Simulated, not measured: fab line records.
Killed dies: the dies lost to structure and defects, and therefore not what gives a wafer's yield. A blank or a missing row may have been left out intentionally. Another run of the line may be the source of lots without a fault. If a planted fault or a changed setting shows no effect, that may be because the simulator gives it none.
What tool caused it?	flow n5_finfet	9 lots, 27 wafers sampled, at 7 steps of a route of 1938

== WHAT EACH GAUGE READ, for each wafer ==
N5_BEOL_M2_CD_MEAS_11: the cd target is 16.79 nm. Usual: cd_nm 16.80 nm, standard deviation 0.29.
lot	measured	on	cd_nm (nm)	flag
L424	day 6 17:16	cd_sem-01	16.68 16.74 16.45	
L428	day 7 19:58	cd_sem-03	17.06 16.73 16.51	
L430	day 8 05:40	cd_sem-03	16.97 17.06 17.38	
L431	day 8 17:50	cd_sem-01	16.73 16.98 17.01	
L437	day 11 22:42	cd_sem-02	16.38 16.63 16.55	
L445	day 11 23:43	cd_sem-03	16.29 16.36 16.67	
L438	day 12 01:34	cd_sem-03	15.05 15.07 15.00	OFF
L443	day 12 03:40	cd_sem-02	16.77 16.57 16.50	
L441	day 12 05:52	cd_sem-02	15.46 15.24 15.11	OFF

N5_BEOL_M2_CD_MEAS_18: pitch 36 nm, target cd 18 nm. Usual: cd_nm 18.0 nm, standard deviation 0.32.
lot	measured	on	cd_nm (nm)	flag
L424	day 6 17:55	cd_sem-02	17.6 18.1 18.0	
L428	day 7 20:32	cd_sem-01	17.9 18.2 18.1	
L430	day 8 06:23	cd_sem-01	18.4 18.0 18.2	
L431	day 8 18:23	cd_sem-02	18.2 18.0 18.5	
L437	day 11 23:28	cd_sem-01	17.5 17.8 18.3	
L445	day 12 00:17	cd_sem-03	18.0 17.9 18.0	
L438	day 12 02:08	cd_sem-02	16.3 16.2 15.9	OFF
L443	day 12 04:13	cd_sem-02	17.9 18.1 17.9	
L441	day 12 06:27	cd_sem-02	16.4 16.7 16.7	OFF

N5_BEOL_M4_RC_MEAS_101. Usual: DIBL_N 36.3 mV/V, standard deviation 1.7; DIBL_P 36.5 mV/V, standard deviation 2.1; IOFF_N 0.16 nA/um, standard deviation 0.03; IOFF_P 0.22 nA/um, standard deviation 0.035; ION_N 675 uA/um, standard deviation 11; ION_P 465 uA/um, standard deviation 7.1; SS_N 71.5 mV/dec, standard deviation 0.62; SS_P 73.3 mV/dec, standard deviation 0.64; VT_N 250 mV, standard deviation 3.1; VT_P -249.1 mV, standard deviation 3.
lot	measured	on	DIBL_N (mV/V)	DIBL_P (mV/V)	IOFF_N (nA/um)	IOFF_P (nA/um)	ION_N (uA/um)	ION_P (uA/um)	SS_N (mV/dec)	SS_P (mV/dec)	VT_N (mV)	VT_P (mV)	flag
L424	day 7 21:03	prober-01	35.2 37.2 34.7	35.6 38.1 35.4	0.15 0.18 0.14	0.23 0.28 0.23	683 671 673	472 469 473	71.4 71.3 70.8	72.4 73.8 72.9	249 246 252	-244.8 -244.1 -244.3	
L428	day 9 03:23	prober-01	36.4 33.1 37.8	36.4 32.5 39.1	0.16 0.11 0.21	0.19 0.16 0.25	669 671 688	456 460 472	71.9 71.3 72.2	73.9 72.4 74.0	251 254 243	-253.5 -256.4 -246.4	
L430	day 9 10:03	prober-02	35.2 37.0 37.0	31.7 34.8 34.8	0.13 0.16 0.15	0.17 0.20 0.20	671 685 662	459 467 460	71.0 71.5 71.9	72.1 72.7 72.6	253 249 251	-252.1 -252.0 -250.5	
L431	day 10 00:34	prober-01	37.3 36.9 36.4	38.1 36.6 36.7	0.17 0.17 0.16	0.25 0.22 0.22	674 680 677	468 464 466	72.4 72.2 71.0	74.2 72.9 72.9	250 250 249	-248.3 -248.9 -249.8	
L437	day 13 09:56	prober-01	33.6 38.5 33.4	33.2 38.7 33.4	0.13 0.22 0.12	0.18 0.27 0.18	654 687 657	452 469 458	71.5 72.2 71.7	73.0 73.7 73.0	251 245 253	-250.5 -247.3 -251.6	
L445	day 14 00:14	prober-02	36.3 38.9 38.1	37.6 40.8 39.7	0.16 0.22 0.20	0.22 0.28 0.26	682 684 709	468 473 484	71.6 72.1 71.6	73.7 74.7 74.1	251 246 245	-250.8 -246.8 -246.6	
L443	day 13 20:59	prober-01	38.4 36.6 37.4	36.9 34.3 36.5	0.19 0.15 0.18	0.25 0.21 0.24	681 674 694	468 468 474	72.3 71.7 71.3	73.4 73.4 73.3	246 248 246	-245.4 -246.7 -247.4	

== EACH LOT AND THE TOOL THAT RAN IT (in order: tool; ch and the chambers of the sampled wafers; start) ==
lot	N5_BEOL_M1_PRE_CLEAN_60	N5_BEOL_M2_HM_DEP_02	N5_BEOL_M2_EXPOSE_08	N5_BEOL_M2_ETCH_63
L424	cvd_co-02 ch 0,1, day 6 14:52	pvd_sputter-03, day 6 16:44	euv_scanner-01 ch 0, day 6 17:08	rie_diel-05 ch 1,2, day 6 17:26
L428	cvd_co-02 ch 0,1,2, day 7 17:47	pvd_sputter-01, day 7 19:27	euv_scanner-01 ch 0, day 7 19:50	rie_diel-05 ch 0,1,2, day 7 20:08
L430	cvd_co-02 ch 0,1, day 8 04:19	pvd_sputter-03, day 8 05:08	euv_scanner-02 ch 0, day 8 05:32	rie_diel-01 ch 0,1, day 8 05:50
L431	cvd_co-01 ch 1,2, day 8 16:50	pvd_sputter-03, day 8 17:19	euv_scanner-01 ch 0, day 8 17:41	rie_diel-01 ch 0,3, day 8 18:00
L437	cvd_co-01 ch 1,2, day 11 19:35	pvd_sputter-03, day 11 22:11	euv_scanner-01 ch 0, day 11 22:34	rie_diel-06 ch 0,1,3, day 11 22:53
L445	cvd_co-01 ch 0,2, day 11 22:53	pvd_sputter-03, day 11 23:20	euv_scanner-01 ch 0, day 11 23:35	rie_diel-01 ch 2,3, day 11 23:53
L438	cvd_co-02 ch 0,1,2, day 11 22:55	pvd_sputter-02, day 12 01:11	euv_scanner-01 ch 0, day 12 01:27	rie_diel-06 ch 0,2,3, day 12 01:44
L443	cvd_co-02 ch 0,1,2, day 12 02:02	pvd_sputter-03, day 12 03:15	euv_scanner-02 ch 0, day 12 03:32	rie_diel-06 ch 1,2,3, day 12 03:50
L441	cvd_co-01 ch 0,1,2, day 12 04:17	pvd_sputter-03, day 12 05:20	euv_scanner-01 ch 0, day 12 05:44	rie_diel-05 ch 0,1,3, day 12 06:04
- N5_BEOL_M1_PRE_CLEAN_60: time 15 s.
- N5_BEOL_M2_HM_DEP_02: deposits TiN, target thk 20 nm.
- N5_BEOL_M2_EXPOSE_08: exposes mask M2.
- N5_BEOL_M2_ETCH_63: etches SiARC in CF4, target depth 15.6 nm, time 26 s.

== WHAT THE TOOLS THEMSELVES READ (means of the sampled wafers that have a number; where no wafer has one, the mark that the record gives instead) ==
N5_BEOL_M1_PRE_CLEAN_60. Usual: heater_power_w 88 W, standard deviation 20.
lot	tool	heater_power_w (W)	flag
L424	cvd_co-02	101	
L428	cvd_co-02	86	
L430	cvd_co-02	100	
L431	cvd_co-01	99	
L437	cvd_co-01	97	
L445	cvd_co-01	94	
L438	cvd_co-02	86	
L443	cvd_co-02	87	
L441	cvd_co-01	90	

N5_BEOL_M2_HM_DEP_02. Usual: throttle_valve_pct 30.2 %, standard deviation 1.1.
lot	tool	throttle_valve_pct (%)	flag
L424	pvd_sputter-03	29.6	
L428	pvd_sputter-01	31.3	
L430	pvd_sputter-03	29.7	
L431	pvd_sputter-03	29.7	
L437	pvd_sputter-03	29.7	
L445	pvd_sputter-03	30.3	
L438	pvd_sputter-02	30.4	
L443	pvd_sputter-03	29.9	
L441	pvd_sputter-03	29.9	

N5_BEOL_M2_EXPOSE_08. Usual: exposure_dose_mJ_cm2 41.37, standard deviation 0.23.
lot	tool	exposure_dose_mJ_cm2	flag
L424	euv_scanner-01	41.64	
L428	euv_scanner-01	41.61	
L430	euv_scanner-02	41.12	
L431	euv_scanner-01	41.65	
L437	euv_scanner-01	41.55	
L445	euv_scanner-01	41.67	
L438	euv_scanner-01	37.88	OFF
L443	euv_scanner-02	41.17	
L441	euv_scanner-01	38.63	OFF

N5_BEOL_M2_ETCH_63. Usual: value, then standard deviation, for each; drypump_motor_current_A 5.7 A / 0.48; etch_rf_on_time_s 26.1 s / 0.61; mfc_ar_sccm 99.94 sccm / 0.28; oes_product_au 0.69 a.u. / 0.081; rf_vpp_V 183.9 V / 1.1; showerhead_plenum_p_Torr 2.12 Torr / 0.054; throttle_valve_pct 15.55 % / 0.27.
lot	tool	drypump_motor_current_A (A)	etch_rf_on_time_s (s)	mfc_ar_sccm (sccm)	oes_product_au (a.u.)	rf_vpp_V (V)	showerhead_plenum_p_Torr (Torr)	throttle_valve_pct (%)	flag
L424	rie_diel-05	6.0	26.2	99.79	0.58	184.3	2.14	15.71	
L428	rie_diel-05	5.9	25.9	99.98	0.69	184.2	2.12	15.60	
L430	rie_diel-01	5.9	25.1	100.16	0.78	184.8	2.18	15.25	
L431	rie_diel-01	5.9	25.5	99.81	0.72	185.0	2.17	15.69	
L437	rie_diel-06	5.5	26.5	99.85	0.68	184.3	2.10	15.49	
L445	rie_diel-01	5.8	26.6	99.74	0.65	184.4	2.12	15.86	
L438	rie_diel-06	5.2	26.7	100.10	0.71	183.5	2.14	15.51	
L443	rie_diel-06	5.2	25.8	99.79	0.69	183.3	2.09	15.62	
L441	rie_diel-05	6.0	26.0	99.80	0.70	184.2	2.08	15.49	

== THE ANSWER, worked out from the rows above alone ==
Rule: lot off if the mean of its wafers having a number is beyond 3 standard deviations from the usual mean. A lot without any number at a reading at which 4 lots or more have one is off too. Any other lot the step has rows for is counted as sound. Order of review: gauges by route order, followed by the tools' own readings, for which a lot's mean as printed above is used. The first step at which some lot is off is used, and at that step the reading that is off furthest; a lot without a number counts as furthest.
Off, at N5_BEOL_M2_CD_MEAS_11 on cd_nm: L438, L441.
If a tool, at a process step before that reading, ran all the lots that are off and no sound lot after the first of them, it fits. Not tried: the gauges at N5_BEOL_M2_CD_MEAS_11; whatever is off there is also off at N5_BEOL_M2_EXPOSE_08, on other tools, and gauge error can't account for it. One fits: euv_scanner-01 at N5_BEOL_M2_EXPOSE_08. Its last sound lot is L445 (day 11 23:35), its first lot that is off L438 (day 12 01:27): a fault that began between those two fits.
The tool's own readings at N5_BEOL_M2_EXPOSE_08 bear it out: on the lots that are off they differ by more than 5 times the standard deviation of the sound lots' means. exposure_dose_mJ_cm2 reads 38.26 there against 41.49 on the sound lots.

== WHAT WAS PUT IN BY THE SIMULATOR ==
Process parameters drifting: euv_scanner-01 at N5_BEOL_M2_EXPOSE_08, beginning at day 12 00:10. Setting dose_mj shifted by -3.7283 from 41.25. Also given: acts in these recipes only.
Lots struck among those shown: L438, L441. The rule above found the same.
